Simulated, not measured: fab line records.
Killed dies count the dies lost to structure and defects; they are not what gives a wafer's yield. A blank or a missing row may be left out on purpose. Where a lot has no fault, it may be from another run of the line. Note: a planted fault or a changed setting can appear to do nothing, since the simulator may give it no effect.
Matching of chambers    flow n5 finfet    4 sister chambers for N5_BEOL_M1_ETCH_70 on rie diel-03
The step etches SOC in N2/H2, target depth 80 nm, overetch 16 nm, time 120 s. 4 wafers are shown with their chamber, then 8 later ones without.

## WAFERS PAIRED WITH THEIR CHAMBERS
wafer   chamber  drypump motor current A (A)
L084.4  1        5.4
L086.3  2        5.3
L086.4  3        6.3
L091.1  0        5.1

## WAFERS MISSING THEIR CHAMBER
wafer   drypump motor current A (A)
L091.2  5.3
L091.4  6.4
L096.3  5.4
L096.5  5.1
L096.6  6.4
L094.3  5.3
L094.4  5.5
L094.6  6.4

## EACH ONE'S CHAMBER
wafer   from the rows above      in truth
L091.2  can't be placed: 2 or 1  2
L091.4  3                        3
L096.3  can't be placed: 1 or 2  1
L096.5  0                        0
L096.6  3                        3
L094.3  can't be placed: 2 or 1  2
L094.4  can't be placed: 1 or 2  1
L094.6  3                        3
Correct placement for 4 of the 8. These rows do not allow placing 4 (true chamber among the candidates in 4). Wrongly placed: 0.
How it was worked out, from the rows above alone: a wafer's distance from a chamber is the root of the sum, over the readings, of the square of ((its reading less the chamber's mean) divided by the reading's scatter). The wafer belongs to the nearest chamber; if the next one is less than 2 further off, it can't be placed. The mean given for a chamber averages the wafers shown for that chamber. The scatter (one wafer shown for each chamber): square how far every hidden wafer sits from the nearest shown wafer, average those squares and take the square root.
